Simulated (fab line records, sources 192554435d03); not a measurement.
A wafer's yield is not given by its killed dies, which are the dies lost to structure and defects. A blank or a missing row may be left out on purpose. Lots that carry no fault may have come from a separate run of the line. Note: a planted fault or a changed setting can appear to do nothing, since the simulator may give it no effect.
Which tool did it? || flow n5 finfet || 30 wafers from 10 lots sampled at 5 of the route's 1938 steps

WHAT THE GAUGES SHOWED, per wafer
N5_HKMG_FIN_OVL_MEAS_13.
{"lot": "L327", "measured": "day 4 15:01", "on": "overlay-02", "NWFM_OVL (nm)": "0.1 -0.3 0.3"}
{"lot": "L328", "measured": "day 4 23:58", "on": "overlay-02", "NWFM_OVL (nm)": "-0.2 -0.1 0.6"}
{"lot": "L330", "measured": "day 5 14:02", "on": "overlay-02", "NWFM_OVL (nm)": "-0.2 -0.4 0.5"}
{"lot": "L333", "measured": "day 6 08:09", "on": "overlay-01", "NWFM_OVL (nm)": "0.2 0.5 0.2"}
{"lot": "L334", "measured": "day 6 10:23", "on": "overlay-01", "NWFM_OVL (nm)": "-0.3 -0.2 0.6"}
{"lot": "L335", "measured": "day 6 15:23", "on": "overlay-01", "NWFM_OVL (nm)": "1.2 -0.5 1.2"}
{"lot": "L341", "measured": "day 8 00:59", "on": "overlay-01", "NWFM_OVL (nm)": "1.8 2.4 -0.3"}
{"lot": "L342", "measured": "day 8 06:46", "on": "overlay-01", "NWFM_OVL (nm)": "0.6 0.7 0.5"}
{"lot": "L343", "measured": "day 8 17:29", "on": "overlay-01", "NWFM_OVL (nm)": "0.0 -1.0 -0.7"}
{"lot": "L348", "measured": "day 9 21:26", "on": "overlay-01", "NWFM_OVL (nm)": "0.7 -0.5 -0.7"}

N5_HKMG_FIN_INSPECT_14: inspects for defects (macro).
{"lot": "L327", "measured": "day 4 15:02", "on": "defect inspect-02", "raw defect count": "2 4 3"}
{"lot": "L328", "measured": "day 5 00:00", "on": "defect inspect-02", "raw defect count": "3 1 2"}
{"lot": "L330", "measured": "day 5 14:04", "on": "defect inspect-01", "raw defect count": "3 2 0"}
{"lot": "L333", "measured": "day 6 08:11", "on": "defect inspect-01", "raw defect count": "1 2 0"}
{"lot": "L334", "measured": "day 6 10:25", "on": "defect inspect-02", "raw defect count": "1 3 1"}
{"lot": "L335", "measured": "day 6 15:25", "on": "defect inspect-01", "raw defect count": "2 2 3"}
{"lot": "L341", "measured": "day 8 01:01", "on": "defect inspect-02", "raw defect count": "4 3 4"}
{"lot": "L342", "measured": "day 8 06:47", "on": "defect inspect-02", "raw defect count": "4 2 3"}
{"lot": "L343", "measured": "day 8 17:31", "on": "defect inspect-02", "raw defect count": "3 1 3"}
{"lot": "L348", "measured": "day 9 21:28", "on": "defect inspect-02", "raw defect count": "3 0 0"}

N5_BEOL_M4_RC_MEAS_101.
{"lot": "L327", "measured": "day 11 05:18", "on": "prober-02", "DIBL_N (mV/V)": "36.0 36.3 36.3", "DIBL_P (mV/V)": "34 36 35", "IOFF_N (nA/um)": "0.14 0.17 0.15", "IOFF_P (nA/um)": "0.20 0.24 0.24", "ION_N (uA/um)": "676 692 691", "ION_P (uA/um)": "465 472 474", "SS_N (mV/dec)": "71.2 71.6 71.2", "SS_P (mV/dec)": "72.9 73.4 72.7", "VT_N (mV)": "248 244 249", "VT_P (mV)": "-250 -246 -248"}
{"lot": "L328", "measured": "day 11 17:44", "on": "prober-01", "DIBL_N (mV/V)": "37.3 36.6 36.6", "DIBL_P (mV/V)": "39 36 38", "IOFF_N (nA/um)": "0.21 0.16 0.18", "IOFF_P (nA/um)": "0.29 0.23 0.29", "ION_N (uA/um)": "708 683 682", "ION_P (uA/um)": "478 467 476", "SS_N (mV/dec)": "71.3 72.1 70.9", "SS_P (mV/dec)": "74.5 73.8 74.0", "VT_N (mV)": "242 248 243", "VT_P (mV)": "-242 -246 -243"}
{"lot": "L330", "measured": "day 12 09:07", "on": "prober-02", "DIBL_N (mV/V)": "34.7 33.9 34.8", "DIBL_P (mV/V)": "34 33 35", "IOFF_N (nA/um)": "0.13 0.12 0.13", "IOFF_P (nA/um)": "0.22 0.19 0.23", "ION_N (uA/um)": "659 661 674", "ION_P (uA/um)": "464 461 475", "SS_N (mV/dec)": "71.6 71.3 71.1", "SS_P (mV/dec)": "73.4 72.3 72.6", "VT_N (mV)": "251 253 255", "VT_P (mV)": "-247 -251 -246"}
{"lot": "L335", "measured": "day 14 00:48", "on": "prober-02", "DIBL_N (mV/V)": "35.7 35.8 34.1", "DIBL_P (mV/V)": "36 39 35", "IOFF_N (nA/um)": "0.15 0.15 0.13", "IOFF_P (nA/um)": "0.21 0.27 0.20", "ION_N (uA/um)": "657 663 658", "ION_P (uA/um)": "456 469 461", "SS_N (mV/dec)": "70.7 71.8 71.4", "SS_P (mV/dec)": "73.2 73.0 72.5", "VT_N (mV)": "250 251 253", "VT_P (mV)": "-249 -248 -252"}
{"lot": "L341", "measured": "day 15 06:35", "on": "prober-01", "DIBL_N (mV/V)": "38.9 38.1 40.2", "DIBL_P (mV/V)": "39 40 41", "IOFF_N (nA/um)": "0.21 0.19 0.25", "IOFF_P (nA/um)": "0.29 0.34 0.35", "ION_N (uA/um)": "685 683 692", "ION_P (uA/um)": "470 478 478", "SS_N (mV/dec)": "72.4 72.1 72.4", "SS_P (mV/dec)": "73.9 73.0 74.0", "VT_N (mV)": "247 246 243", "VT_P (mV)": "-243 -242 -241"}
{"lot": "L342", "measured": "day 14 14:53", "on": "prober-02", "DIBL_N (mV/V)": "36.8 37.6 42.1", "DIBL_P (mV/V)": "38 39 43", "IOFF_N (nA/um)": "0.15 0.18 0.30", "IOFF_P (nA/um)": "0.25 0.29 0.40", "ION_N (uA/um)": "675 680 712", "ION_P (uA/um)": "469 478 482", "SS_N (mV/dec)": "71.2 71.5 72.6", "SS_P (mV/dec)": "73.1 73.6 75.5", "VT_N (mV)": "253 247 241", "VT_P (mV)": "-245 -245 -240"}
{"lot": "L343", "measured": "day 15 15:47", "on": "prober-01", "DIBL_N (mV/V)": "32.3 36.0 32.8", "DIBL_P (mV/V)": "34 38 34", "IOFF_N (nA/um)": "0.11 0.17 0.12", "IOFF_P (nA/um)": "0.17 0.25 0.18", "ION_N (uA/um)": "661 662 671", "ION_P (uA/um)": "452 461 469", "SS_N (mV/dec)": "70.5 72.2 70.6", "SS_P (mV/dec)": "71.0 74.0 71.9", "VT_N (mV)": "253 247 254", "VT_P (mV)": "-252 -248 -252"}
{"lot": "L348", "measured": "day 16 15:21", "on": "prober-02", "DIBL_N (mV/V)": "39.7 40.2 38.0", "DIBL_P (mV/V)": "42 42 39", "IOFF_N (nA/um)": "0.26 0.25 0.22", "IOFF_P (nA/um)": "0.32 0.33 0.26", "ION_N (uA/um)": "694 682 681", "ION_P (uA/um)": "474 475 466", "SS_N (mV/dec)": "72.8 72.6 72.4", "SS_P (mV/dec)": "75.2 74.5 74.2", "VT_N (mV)": "241 246 245", "VT_P (mV)": "-245 -245 -246"}

WHICH TOOL RAN EACH LOT (tool, then ch and the chambers of the sampled wafers, then the start)
{"lot": "L327", "N5_HKMG_FIN_ETCH_32": "rie diel-05 ch 0,1, day 4 15:10", "N5_HKMG_FIN_STRIP_88": "plasma asher-02 ch 0,1, day 4 16:38"}
{"lot": "L328", "N5_HKMG_FIN_ETCH_32": "rie diel-05 ch 0,1,3, day 5 00:07", "N5_HKMG_FIN_STRIP_88": "plasma asher-02 ch 0,1, day 5 01:43"}
{"lot": "L330", "N5_HKMG_FIN_ETCH_32": "rie diel-01 ch 0,1,2, day 5 14:12", "N5_HKMG_FIN_STRIP_88": "plasma asher-02 ch 0,1, day 5 15:41"}
{"lot": "L333", "N5_HKMG_FIN_ETCH_32": "rie diel-01 ch 0,1,3, day 6 08:18", "N5_HKMG_FIN_STRIP_88": "plasma asher-01 ch 0,1, day 6 09:47"}
{"lot": "L334", "N5_HKMG_FIN_ETCH_32": "rie diel-05 ch 0,1,2, day 6 10:34", "N5_HKMG_FIN_STRIP_88": "plasma asher-02 ch 0,1, day 6 12:12"}
{"lot": "L335", "N5_HKMG_FIN_ETCH_32": "rie diel-05 ch 0,2,3, day 6 15:32", "N5_HKMG_FIN_STRIP_88": "plasma asher-01 ch 0,1, day 6 17:01"}
{"lot": "L341", "N5_HKMG_FIN_ETCH_32": "rie diel-01 ch 1,2,3, day 8 01:08", "N5_HKMG_FIN_STRIP_88": "plasma asher-01 ch 0,1, day 8 02:37"}
{"lot": "L342", "N5_HKMG_FIN_ETCH_32": "rie diel-05 ch 1,2,3, day 8 06:55", "N5_HKMG_FIN_STRIP_88": "plasma asher-02 ch 0,1, day 8 08:28"}
{"lot": "L343", "N5_HKMG_FIN_ETCH_32": "rie diel-04 ch 2,3, day 8 17:38", "N5_HKMG_FIN_STRIP_88": "plasma asher-02 ch 0,1, day 8 19:33"}
{"lot": "L348", "N5_HKMG_FIN_ETCH_32": "rie diel-04 ch 1,2, day 9 21:35", "N5_HKMG_FIN_STRIP_88": "plasma asher-01 ch 0,1, day 9 23:05"}
- N5_HKMG_FIN_ETCH_32: etches SOC in N2/H2, target depth 240 nm, time 300 s.
- N5_HKMG_FIN_STRIP_88: strips in N2/H2, time 360 s.

WHAT THE TOOLS THEMSELVES READ (means of the sampled wafers that have a number; where no wafer has one, the mark that the record gives instead)
N5_HKMG_FIN_ETCH_32.
{"lot": "L327", "tool": "rie diel-05", "chamber pressure mTorr (mTorr)": 29.992, "drypump motor current A (A)": 5.6, "h2 flow sccm (sccm)": 199.6, "oes product au (a.u.)": 0.83, "rf vpp V (V)": 523.8, "showerhead plenum p Torr (Torr)": 2.55, "temp c (C)": 39.87, "throttle valve pct (%)": 17.50}
{"lot": "L328", "tool": "rie diel-05", "chamber pressure mTorr (mTorr)": 30.001, "drypump motor current A (A)": 5.7, "h2 flow sccm (sccm)": 200.0, "oes product au (a.u.)": 0.78, "rf vpp V (V)": 524.1, "showerhead plenum p Torr (Torr)": 2.52, "temp c (C)": 39.88, "throttle valve pct (%)": 17.66}
{"lot": "L330", "tool": "rie diel-01", "chamber pressure mTorr (mTorr)": 29.987, "drypump motor current A (A)": 5.3, "h2 flow sccm (sccm)": 199.7, "oes product au (a.u.)": 0.73, "rf vpp V (V)": 523.4, "showerhead plenum p Torr (Torr)": 2.55, "temp c (C)": 39.99, "throttle valve pct (%)": 17.81}
{"lot": "L333", "tool": "rie diel-01", "chamber pressure mTorr (mTorr)": 29.987, "drypump motor current A (A)": 5.4, "h2 flow sccm (sccm)": 200.5, "oes product au (a.u.)": 0.78, "rf vpp V (V)": 524.0, "showerhead plenum p Torr (Torr)": 2.58, "temp c (C)": 39.93, "throttle valve pct (%)": 17.79}
{"lot": "L334", "tool": "rie diel-05", "chamber pressure mTorr (mTorr)": 30.010, "drypump motor current A (A)": 5.7, "h2 flow sccm (sccm)": 200.0, "oes product au (a.u.)": 0.82, "rf vpp V (V)": 523.8, "showerhead plenum p Torr (Torr)": 2.53, "temp c (C)": 40.02, "throttle valve pct (%)": 17.46}
{"lot": "L335", "tool": "rie diel-05", "chamber pressure mTorr (mTorr)": 30.010, "drypump motor current A (A)": 5.3, "h2 flow sccm (sccm)": 200.0, "oes product au (a.u.)": 0.85, "rf vpp V (V)": 524.5, "showerhead plenum p Torr (Torr)": 2.53, "temp c (C)": 40.10, "throttle valve pct (%)": 17.51}
{"lot": "L341", "tool": "rie diel-01", "chamber pressure mTorr (mTorr)": 29.986, "drypump motor current A (A)": 5.3, "h2 flow sccm (sccm)": 200.4, "oes product au (a.u.)": 0.77, "rf vpp V (V)": 522.0, "showerhead plenum p Torr (Torr)": 2.53, "temp c (C)": 40.07, "throttle valve pct (%)": 17.69}
{"lot": "L342", "tool": "rie diel-05", "chamber pressure mTorr (mTorr)": 30.010, "drypump motor current A (A)": 5.7, "h2 flow sccm (sccm)": 199.6, "oes product au (a.u.)": 0.86, "rf vpp V (V)": 523.1, "showerhead plenum p Torr (Torr)": 2.51, "temp c (C)": 40.01, "throttle valve pct (%)": 17.49}
{"lot": "L343", "tool": "rie diel-04", "chamber pressure mTorr (mTorr)": 29.995, "drypump motor current A (A)": 6.0, "h2 flow sccm (sccm)": 200.0, "oes product au (a.u.)": 0.72, "rf vpp V (V)": 524.7, "showerhead plenum p Torr (Torr)": 2.59, "temp c (C)": 39.96, "throttle valve pct (%)": 17.55}
{"lot": "L348", "tool": "rie diel-04", "chamber pressure mTorr (mTorr)": 29.988, "drypump motor current A (A)": 5.4, "h2 flow sccm (sccm)": 199.4, "oes product au (a.u.)": 0.77, "rf vpp V (V)": 524.2, "showerhead plenum p Torr (Torr)": 2.57, "temp c (C)": 40.06, "throttle valve pct (%)": 17.64}

N5_HKMG_FIN_STRIP_88.
{"lot": "L327", "tool": "plasma asher-02", "drypump motor current A (A)": 5.70, "h2 flow sccm (sccm)": 3252, "heater power w (W)": 433, "temp c (C)": 299.96}
{"lot": "L328", "tool": "plasma asher-02", "drypump motor current A (A)": 5.79, "h2 flow sccm (sccm)": 3252, "heater power w (W)": 423, "temp c (C)": 300.17}
{"lot": "L330", "tool": "plasma asher-02", "drypump motor current A (A)": 5.79, "h2 flow sccm (sccm)": 3245, "heater power w (W)": 430, "temp c (C)": 299.98}
{"lot": "L333", "tool": "plasma asher-01", "drypump motor current A (A)": "-", "h2 flow sccm (sccm)": "-", "heater power w (W)": "-", "temp c (C)": "-"}
{"lot": "L334", "tool": "plasma asher-02", "drypump motor current A (A)": "-", "h2 flow sccm (sccm)": "-", "heater power w (W)": "-", "temp c (C)": "-"}
{"lot": "L335", "tool": "plasma asher-01", "drypump motor current A (A)": 5.46, "h2 flow sccm (sccm)": 3259, "heater power w (W)": 478, "temp c (C)": 299.99}
{"lot": "L341", "tool": "plasma asher-01", "drypump motor current A (A)": 5.43, "h2 flow sccm (sccm)": 3253, "heater power w (W)": 487, "temp c (C)": 299.95}
{"lot": "L342", "tool": "plasma asher-02", "drypump motor current A (A)": 5.72, "h2 flow sccm (sccm)": 3244, "heater power w (W)": 440, "temp c (C)": 299.84}
{"lot": "L343", "tool": "plasma asher-02", "drypump motor current A (A)": 5.79, "h2 flow sccm (sccm)": 3246, "heater power w (W)": 425, "temp c (C)": 299.95}
{"lot": "L348", "tool": "plasma asher-01", "drypump motor current A (A)": 5.36, "h2 flow sccm (sccm)": 3244, "heater power w (W)": 433, "temp c (C)": 300.04}

THE ANSWER, worked out from the rows above alone
Rule: the lots themselves supply what counts as usual. Put in order of their means at a reading, lots are off if they are a third of the lots or fewer, leave a main group of 4 or more, and stand apart from it by a gap of 3 or more times the standard deviation of the main group's means; of several such gaps the widest counts. If all means in a main group match to the digits the tables above print for the reading, that group is not used. A lot without any number at a reading at which 4 lots or more have one is off too. Any other lot the step has rows for is counted as sound. After the gauges, taken in route order, come the tools' own readings; for these a lot's mean is taken, as printed above. The first step at which some lot is off is used, and at that step the reading that is off furthest; a lot without a number counts as furthest.
Off: L333, L334, at N5_HKMG_FIN_STRIP_88 (drypump motor current A). Without a number there: L333, L334. Main group: mean 5.63 A, sd 0.17.
A tool fits if, at that step or a process step before it, it ran every lot that is off, and no sound lot after the first of them. None of those tried fits.

WHAT THE SIMULATOR HAD PUT IN
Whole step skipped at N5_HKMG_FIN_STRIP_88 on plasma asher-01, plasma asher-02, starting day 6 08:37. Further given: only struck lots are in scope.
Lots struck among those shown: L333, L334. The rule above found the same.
